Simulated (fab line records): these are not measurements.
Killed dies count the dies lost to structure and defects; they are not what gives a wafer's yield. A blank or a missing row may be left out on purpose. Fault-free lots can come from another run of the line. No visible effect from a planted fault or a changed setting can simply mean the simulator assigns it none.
The same fault as seen by 2 desks + flow n5 finfet + each desk holds nothing but its own numbers, with what lay behind them at the end

## TOOL OWNER'S DESK, cmp-02
The tool's own readings at N5_BEOL_M7_CMP_52 (polishes, stops on SiCOH lowk, t overpolish 6.9 s, target thk 80 nm): means of the sampled wafers that have a number, for each lot that ran on this tool. A lot is out of limits, marked OUT, if its mean lies more than 4 standard deviations from the usual mean; the brackets give that distance.
Columns: A = barrier field endpoint s at N5_BEOL_M7_CMP_52, usual 28.8 s; B = clearing platen rpm at N5_BEOL_M7_CMP_52, usual 49.999 rpm; C = motor current A at N5_BEOL_M7_CMP_52, usual 6.1 A; D = overpolish run s at N5_BEOL_M7_CMP_52, usual 6.900 s; E = slurry filter dp kPa at N5_BEOL_M7_CMP_52, usual 13.50 kPa; F = time to endpoint s at N5_BEOL_M7_CMP_52, usual 62.0 s
| lot  | first seen here | A    | B      | C   | D     | E     | F    |
|------|-----------------|------|--------|-----|-------|-------|------|
| L172 | day 11 04:48    | 28.5 | 50.009 | 6.0 | 6.893 | 13.47 | 62.1 |
| L176 | day 12 02:53    | 28.6 | 49.991 | 5.9 | 6.901 | 13.47 | 61.2 |
| L178 | day 12 07:53    | 27.9 | 50.000 | 5.9 | 6.909 | 13.47 | 58.6 |
| L191 | day 17 05:36    | 28.2 | 50.001 | 5.9 | 6.896 | 13.42 | 60.4 |
This desk's finding: nothing out of limits on any of the 4 lots.

## THE DEFECT DESK
Inspection counts along the route, by lot: the mean over sampled wafers that carry a number. A lot is out of limits, marked OUT, if its mean lies more than 4 standard deviations from the usual mean; the brackets give that distance.
Columns: A = raw defect count at N5_BEOL_M7_INSPECT_58, usual 67; B = raw defect count at N5_BEOL_M8_INSPECT_13, usual 389; C = raw defect count at N5_BEOL_M8_INSPECT_30, usual 389
| lot  | first seen here | A             | B   | C   |
|------|-----------------|---------------|-----|-----|
| L172 | day 11 05:15    | 57            | 308 | 314 |
| L176 | day 12 03:15    | 72            | 508 | 502 |
| L178 | day 12 08:20    | 313 (+11) OUT | 643 | 644 |
| L183 | day 13 16:02    | 79            | 473 | 481 |
| L182 | day 13 18:42    | 60            | 348 | 337 |
| L186 | day 14 02:44    | 58            | 443 | 449 |
| L188 | day 14 22:23    | 81            | 357 | 364 |
| L190 | day 16 00:41    | 81            | 338 | 334 |
| L191 | day 17 06:03    | 79            | 375 | 381 |
Finding of this desk: L178 out of limits; the first was L178 at day 12 08:20, on raw defect count at N5_BEOL_M7_INSPECT_58. Within limits: L172, L176, L183, L182, L186, L188, L190, L191.

## TAKEN TOGETHER
The defect desk could have raised an alarm at day 12 08:20, on L178.
The desk of the tool owner found nothing out of limits.
Tool owner's desk: L178 on record, inside its limits.
The lots listed all ran N5_BEOL_M7_CMP_52 on cmp-02.

## WHAT THE SIMULATOR HAD PUT IN
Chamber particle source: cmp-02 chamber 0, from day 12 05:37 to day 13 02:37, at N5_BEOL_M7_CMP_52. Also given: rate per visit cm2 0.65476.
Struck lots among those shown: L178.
Hours from the fault's start to each desk's first reading out of limits: the defect desk, 3.
